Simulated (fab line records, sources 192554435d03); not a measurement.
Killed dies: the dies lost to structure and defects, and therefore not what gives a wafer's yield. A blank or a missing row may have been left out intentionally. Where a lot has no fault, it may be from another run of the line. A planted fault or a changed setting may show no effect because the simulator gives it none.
Split-lot experiment -- flow n5_finfet -- 21 wafers read across 7 lots, on a route 1938 steps long

== THE SPLIT ==
At N5_SD_EPI_N_PEB_07 (peb time 60 s), the setting peb_temp_c was moved away from the recipe's 110 C on 5 of the 21 wafers read, by -3.3% to +1.8%. All remaining wafers had this setting at the recipe value.

== FROM THE SPLIT TO THE READING: what the file shows between them, 1 step ==
- N5_SD_EPI_N_DEVELOP_08: develop time 30 s

== THE READING ==
cd_nm, in nm, at N5_SD_EPI_N_CD_MEAS_09 (target cd 120 nm). A value of 120.6 nm with a standard deviation of 0.69 nm is what fault-free wafers of this fab line usually give.

wafer,"tool, chamber at the split","peb_temp_c as run, C",against the recipe,"cd_nm, nm",against lot-mates on the recipe
L075.3,"litho_track-02, 0",110,recipe,120.5,-
L075.4,"litho_track-02, 0",110,recipe,120.7,-
L075.5,"litho_track-02, 0",110,recipe,121.3,-
L077.1,"litho_track-02, 0",110,recipe,120.8,-
L077.3,"litho_track-02, 0",110,recipe,120.3,-
L077.5,"litho_track-02, 0",110,recipe,121.2,-
L080.1,"litho_track-05, 0",110,recipe,119.9,-
L080.3,"litho_track-05, 0",110,recipe,120.9,-
L080.4,"litho_track-05, 0",110,recipe,120.0,-
L082.3,"litho_track-04, 0",110,recipe,119.8,-
L082.4,"litho_track-04, 0",110,recipe,119.9,-
L082.5,"litho_track-04, 0",110,recipe,121.2,-
L087.4,"litho_track-04, 0",106.4,-3.3%,111.0,-9.2
L087.5,"litho_track-04, 0",106.4,-3.3%,110.1,-10.1
L087.6,"litho_track-04, 0",110,recipe,120.2,-
L090.3,"litho_track-04, 0",111.2,+1.1%,123.5,+2.4
L090.4,"litho_track-04, 0",110,recipe,121.1,-
L090.6,"litho_track-04, 0",111.2,+1.1%,124.8,+3.7
L091.2,"litho_track-05, 0",112,+1.8%,125.0,+3.9
L091.3,"litho_track-05, 0",110,recipe,121.2,-
L091.4,"litho_track-05, 0",110,recipe,120.9,-

THE FIT
A straight line over all 21 wafers: cd_nm changes by +3 nm for each +1% of peb_temp_c; r = +0.99; the points scatter about the line by 0.6 nm.
The same after taking each lot's own level away (the mean of its wafers on the recipe; 21 wafers): +2.83 nm for each +1%; r = +0.99; scatter 0.53 nm.
On that fit, the largest move of peb_temp_c shifts the reading by 9.3 nm.
Across the lots, their own levels run from 120.20 to 121.10 nm, a range of 1.3 times the standard deviation given above.
Consequently the slope shifts little with the lot-to-lot level, the two slopes agreeing.
Check: for one of the wafers moved furthest among these (-3.3%), held out of the fit, the line's prediction against its lot-mates is -9.48 nm. It came out at -9.2 nm against them.

== THE WHOLE CHAIN: every reading that the file lists as answering this split, in the file's order ==
step,what it does,reading,change (the file's fit),r (the file's)
N5_SD_EPI_N_CD_MEAS_09,target cd 120 nm,cd_nm,+2.77 nm for each +1% of the setting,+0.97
N5_SD_EPI_N_DESCUM_14,"chemistry O2, time 7.9 s","SD_EPI_N.cd_nm (the simulator's own value, which no gauge read)",+2.75 nm for each +1% of the setting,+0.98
N5_SD_EPI_N_ETCH_35,"etches SOC in N2/H2, overetch 108 nm, time 486 s","SD_EPI_N.cd_nm (the simulator's own value, which no gauge read)",+2.57 nm for each +1% of the setting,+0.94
N5_SD_EPI_N_SD_RECESS_17,"chemistry HBr/Cl2/O2, target depth 41 nm, time 23.7 s, bt time 3 s","SD_EPI_N.cd_nm (the simulator's own value, which no gauge read)",+2.55 nm for each +1% of the setting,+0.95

== FILE'S OWN FIT ==
cd_nm changes by +2.77 nm for each +1% of peb_temp_c, r = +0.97.
